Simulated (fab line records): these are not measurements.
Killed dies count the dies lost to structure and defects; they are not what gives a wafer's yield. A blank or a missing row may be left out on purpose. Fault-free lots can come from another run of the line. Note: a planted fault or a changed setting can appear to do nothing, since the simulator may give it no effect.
Which tool did it? + flow n5-finfet + 72 wafers from 24 lots sampled at 3 of the route's 1938 steps

== WHAT EACH GAUGE READ, for each wafer ==
N5_BEOL_M1_CD_MEAS_18: pitch 36 nm, target cd 18 nm. Usual: cd-nm reads 17.9 nm (standard deviation 0.41).
| lot  | measured     | on        | cd-nm (nm)     | flag |
|------|--------------|-----------|----------------|------|
| L074 | day 6 02:16  | cd-sem-03 | 17.7 18.0 16.9 |      |
| L075 | day 6 06:41  | cd-sem-01 | 18.0 17.2 17.8 |      |
| L076 | day 6 13:12  | cd-sem-02 | 17.6 17.5 17.3 |      |
| L077 | day 6 22:22  | cd-sem-02 | 18.0 17.8 17.9 |      |
| L078 | day 7 03:50  | cd-sem-01 | 17.3 18.5 18.7 |      |
| L079 | day 7 10:14  | cd-sem-01 | 17.6 19.0 18.3 |      |
| L080 | day 7 16:26  | cd-sem-02 | 18.2 18.0 18.3 |      |
| L081 | day 7 20:23  | cd-sem-01 | 17.5 18.1 18.0 |      |
| L082 | day 8 02:01  | cd-sem-01 | 17.7 18.5 17.6 |      |
| L083 | day 8 07:36  | cd-sem-01 | 18.0 17.5 18.1 |      |
| L084 | day 8 17:59  | cd-sem-02 | 17.4 18.1 17.5 |      |
| L085 | day 8 19:59  | cd-sem-02 | 18.1 17.9 17.6 |      |
| L086 | day 9 03:46  | cd-sem-03 | 17.8 18.2 18.3 |      |
| L087 | day 9 18:04  | cd-sem-02 | 18.1 16.9 17.7 |      |
| L088 | day 9 18:11  | cd-sem-02 | 18.1 17.7 17.5 |      |
| L090 | day 10 02:59 | cd-sem-03 | 18.1 18.0 17.4 |      |
| L089 | day 10 04:04 | cd-sem-01 | 17.6 17.9 17.6 |      |
| L091 | day 10 13:03 | cd-sem-03 | 18.5 17.4 18.2 |      |
| L092 | day 10 13:11 | cd-sem-01 | 18.0 18.0 18.0 |      |
| L093 | day 10 19:26 | cd-sem-01 | 18.1 18.6 18.3 |      |
| L094 | day 11 04:16 | cd-sem-03 | 17.8 18.3 17.7 |      |
| L095 | day 11 11:28 | cd-sem-01 | 17.9 17.8 18.4 |      |
| L096 | day 11 16:26 | cd-sem-03 | 17.8 18.2 17.9 |      |
| L097 | day 11 23:31 | cd-sem-03 | 18.0 18.0 17.5 |      |

== TOOL THAT RAN EACH LOT (tool first, then ch and the chambers of the sampled wafers, then the start) ==
| lot  | N5_BEOL_M1_HM_DEP_02         | N5_BEOL_M1_STRIP_66                |
|------|------------------------------|------------------------------------|
| L074 | pvd-sputter-01, day 6 01:01  | rie-diel-04 ch 0,3, day 6 01:57    |
| L075 | pvd-sputter-02, day 6 05:34  | rie-diel-06 ch 0,1,3, day 6 06:27  |
| L076 | pvd-sputter-01, day 6 12:07  | rie-diel-06 ch 1,2,3, day 6 12:50  |
| L077 | pvd-sputter-01, day 6 21:25  | rie-diel-04 ch 0,1, day 6 22:08    |
| L078 | pvd-sputter-03, day 7 02:45  | rie-diel-02 ch 1,3, day 7 03:37    |
| L079 | pvd-sputter-03, day 7 09:00  | rie-diel-06 ch 1,2,3, day 7 09:55  |
| L080 | pvd-sputter-03, day 7 15:29  | rie-diel-02 ch 1,2, day 7 16:13    |
| L081 | pvd-sputter-03, day 7 19:01  | rie-diel-04 ch 1,2, day 7 20:10    |
| L082 | pvd-sputter-03, day 8 01:04  | rie-diel-06 ch 0,1,2, day 8 01:47  |
| L083 | pvd-sputter-02, day 8 06:31  | rie-diel-04 ch 0,2,3, day 8 07:22  |
| L084 | pvd-sputter-02, day 8 16:55  | rie-diel-06 ch 0,2, day 8 17:45    |
| L085 | pvd-sputter-02, day 8 19:03  | rie-diel-04 ch 0,2,3, day 8 19:46  |
| L086 | pvd-sputter-01, day 9 02:50  | rie-diel-02 ch 2,3, day 9 03:33    |
| L087 | pvd-sputter-02, day 9 16:46  | rie-diel-02 ch 0,1,3, day 9 17:45  |
| L088 | pvd-sputter-02, day 9 17:11  | rie-diel-02 ch 0,1,3, day 9 17:58  |
| L090 | pvd-sputter-02, day 10 01:48 | rie-diel-04 ch 0,2,3, day 10 02:35 |
| L089 | pvd-sputter-01, day 10 02:58 | rie-diel-06 ch 0,1,2, day 10 03:44 |
| L091 | pvd-sputter-02, day 10 11:50 | rie-diel-04 ch 0,1,3, day 10 12:45 |
| L092 | pvd-sputter-03, day 10 12:07 | rie-diel-02 ch 0,1,2, day 10 12:58 |
| L093 | pvd-sputter-02, day 10 18:22 | rie-diel-02 ch 1,2, day 10 19:12   |
| L094 | pvd-sputter-03, day 11 03:05 | rie-diel-04 ch 0,1,2, day 11 04:02 |
| L095 | pvd-sputter-03, day 11 09:59 | rie-diel-06 ch 1,2,3, day 11 11:14 |
| L096 | pvd-sputter-03, day 11 15:19 | rie-diel-02 ch 1,2,3, day 11 16:13 |
| L097 | pvd-sputter-03, day 11 22:34 | rie-diel-06 ch 2,3, day 11 23:17   |
- N5_BEOL_M1_HM_DEP_02: deposits TiN, target thk 20 nm.
- N5_BEOL_M1_STRIP_66: strips in CF4.

== WHAT THE TOOLS THEMSELVES READ (means of the sampled wafers that have a number; where no wafer has one, the mark that the record gives instead) ==
N5_BEOL_M1_HM_DEP_02. Usual: throttle-valve-pct reads 30.1 % (standard deviation 0.82).
| lot  | tool           | throttle-valve-pct (%) | flag |
|------|----------------|------------------------|------|
| L074 | pvd-sputter-01 | 30.2                   |      |
| L075 | pvd-sputter-02 | 29.9                   |      |
| L076 | pvd-sputter-01 | 29.9                   |      |
| L077 | pvd-sputter-01 | 29.8                   |      |
| L078 | pvd-sputter-03 | 30.0                   |      |
| L079 | pvd-sputter-03 | 30.3                   |      |
| L080 | pvd-sputter-03 | 31.2                   |      |
| L081 | pvd-sputter-03 | 30.1                   |      |
| L082 | pvd-sputter-03 | 30.0                   |      |
| L083 | pvd-sputter-02 | 30.1                   |      |
| L084 | pvd-sputter-02 | 29.8                   |      |
| L085 | pvd-sputter-02 | 30.3                   |      |
| L086 | pvd-sputter-01 | 29.4                   |      |
| L087 | pvd-sputter-02 | 30.0                   |      |
| L088 | pvd-sputter-02 | 30.2                   |      |
| L090 | pvd-sputter-02 | 29.9                   |      |
| L089 | pvd-sputter-01 | 29.8                   |      |
| L091 | pvd-sputter-02 | 30.0                   |      |
| L092 | pvd-sputter-03 | 31.2                   |      |
| L093 | pvd-sputter-02 | 29.9                   |      |
| L094 | pvd-sputter-03 | 30.3                   |      |
| L095 | pvd-sputter-03 | 30.9                   |      |
| L096 | pvd-sputter-03 | 31.0                   |      |
| L097 | pvd-sputter-03 | 30.5                   |      |

N5_BEOL_M1_STRIP_66. Usual: drypump-motor-current-A 5.8 A, standard deviation 0.54; oes-product-au 0.75 a.u., standard deviation 0.074; rf-vpp-V 271.3 V, standard deviation 1.5; showerhead-plenum-p-Torr 1.80 Torr, standard deviation 0.063; throttle-valve-pct 13.58 %, standard deviation 0.19.
| lot  | tool        | drypump-motor-current-A (A) | oes-product-au (a.u.) | rf-vpp-V (V) | showerhead-plenum-p-Torr (Torr) | throttle-valve-pct (%) | flag |
|------|-------------|-----------------------------|-----------------------|--------------|---------------------------------|------------------------|------|
| L074 | rie-diel-04 | 5.5                         | 0.74                  | 271.6        | 1.81                            | 13.65                  |      |
| L075 | rie-diel-06 | 5.5                         | 0.77                  | 271.2        | 1.80                            | 13.49                  |      |
| L076 | rie-diel-06 | 5.6                         | 0.82                  | 271.3        | 1.76                            | 13.38                  |      |
| L077 | rie-diel-04 | 5.6                         | 0.75                  | 272.6        | 1.86                            | 13.54                  |      |
| L078 | rie-diel-02 | 5.6                         | 0.71                  | 271.8        | 1.85                            | 13.61                  |      |
| L079 | rie-diel-06 | 5.6                         | 0.82                  | 270.6        | 1.76                            | 13.40                  |      |
| L080 | rie-diel-02 | 5.5                         | 0.71                  | 271.5        | 1.82                            | 13.58                  |      |
| L081 | rie-diel-04 | 5.3                         | 0.73                  | 272.2        | 1.88                            | 13.66                  |      |
| L082 | rie-diel-06 | 5.8                         | 0.80                  | 270.2        | 1.80                            | 13.50                  |      |
| L083 | rie-diel-04 | 5.4                         | 0.72                  | 271.3        | 1.82                            | 13.73                  |      |
| L084 | rie-diel-06 | 6.1                         | 0.82                  | 270.3        | 1.78                            | 13.63                  |      |
| L085 | rie-diel-04 | 5.4                         | 0.72                  | 272.1        | 1.82                            | 13.74                  |      |
| L086 | rie-diel-02 | 6.4                         | 0.71                  | 269.7        | 1.73                            | 13.60                  |      |
| L087 | rie-diel-02 | 5.9                         | 0.77                  | 271.2        | 1.83                            | 13.54                  |      |
| L088 | rie-diel-02 | 6.0                         | 0.77                  | 272.1        | 1.83                            | 13.54                  |      |
| L090 | rie-diel-04 | 5.4                         | 0.71                  | 271.6        | 1.81                            | 13.76                  |      |
| L089 | rie-diel-06 | 5.8                         | 0.79                  | 271.2        | 1.80                            | 13.54                  |      |
| L091 | rie-diel-04 | 5.8                         | 0.71                  | 272.3        | 1.81                            | 13.70                  |      |
| L092 | rie-diel-02 | 5.9                         | 0.77                  | 271.1        | 1.81                            | 13.52                  |      |
| L093 | rie-diel-02 | 5.5                         | 0.69                  | 271.0        | 1.81                            | 13.62                  |      |
| L094 | rie-diel-04 | 5.5                         | 0.72                  | 272.8        | 1.86                            | 13.66                  |      |
| L095 | rie-diel-06 | 5.6                         | 0.78                  | 269.7        | 1.75                            | 13.46                  |      |
| L096 | rie-diel-02 | 5.9                         | 0.69                  | 271.3        | 1.78                            | 13.66                  |      |
| L097 | rie-diel-06 | 5.8                         | 0.79                  | 270.0        | 1.73                            | 13.59                  |      |

== THE ANSWER, worked out from the rows above alone ==
Rule: a lot counts as off when the mean over its wafers that have a number is more than 3 standard deviations away from the usual mean. Also off: a lot with no number at a reading for which 4 or more lots have one. Where the step has rows for the other lots, those lots are counted as sound. The gauges are gone through in route order, then the tools' own readings, and for those a lot's mean is taken as printed above. The first step at which some lot is off is used, and at that step the reading that is off furthest; a lot without a number counts as furthest.
None of the lots is off at any reading shown; this tells nothing.

== WHAT THE SIMULATOR PUT IN ==
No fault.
